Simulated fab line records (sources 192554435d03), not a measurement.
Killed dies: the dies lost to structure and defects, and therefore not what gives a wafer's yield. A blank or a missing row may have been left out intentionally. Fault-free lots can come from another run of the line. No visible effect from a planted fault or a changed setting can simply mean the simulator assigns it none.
Matching of chambers ; flow n5Finfet ; rieDiel-02 running N5_MOL_CONTACT_COAG_STRIP_98: 4 sister chambers
The step strips in N2/H2. 4 wafers are shown with their chamber, then 7 later ones without.

EACH WAFER AND ITS CHAMBER
wafer;chamber;showerheadPlenumPTorr (Torr)
L085.2;1;3.24
L085.6;2;3.20
L086.3;3;3.47
L086.4;0;3.33

WAFERS MISSING THEIR CHAMBER
wafer;showerheadPlenumPTorr (Torr)
L086.5;3.19
L087.3;3.33
L087.5;3.33
L087.6;3.47
L097.1;3.23
L097.2;3.32
L097.3;3.18

WHICH CHAMBER EACH WENT THROUGH
wafer;from the rows above;in truth
L086.5;2;2
L087.3;0;0
L087.5;0;0
L087.6;3;3
L097.1;can't be placed: 1 or 2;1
L097.2;0;0
L097.3;2;2
Placed correctly: 6 of 7. From these rows, 1 cannot be placed; in 1 the true chamber is one of the candidates. Number placed wrongly: 0.
How it was worked out, from the rows above alone: a wafer's distance from a chamber is the root of the sum, over the readings, of the square of ((its reading less the chamber's mean) divided by the reading's scatter). The wafer belongs to the nearest chamber; if the next one is less than 2 further off, it can't be placed. A chamber's mean is the mean of its shown wafers. The scatter (one wafer shown for each chamber): square how far every hidden wafer sits from the nearest shown wafer, average those squares and take the square root.
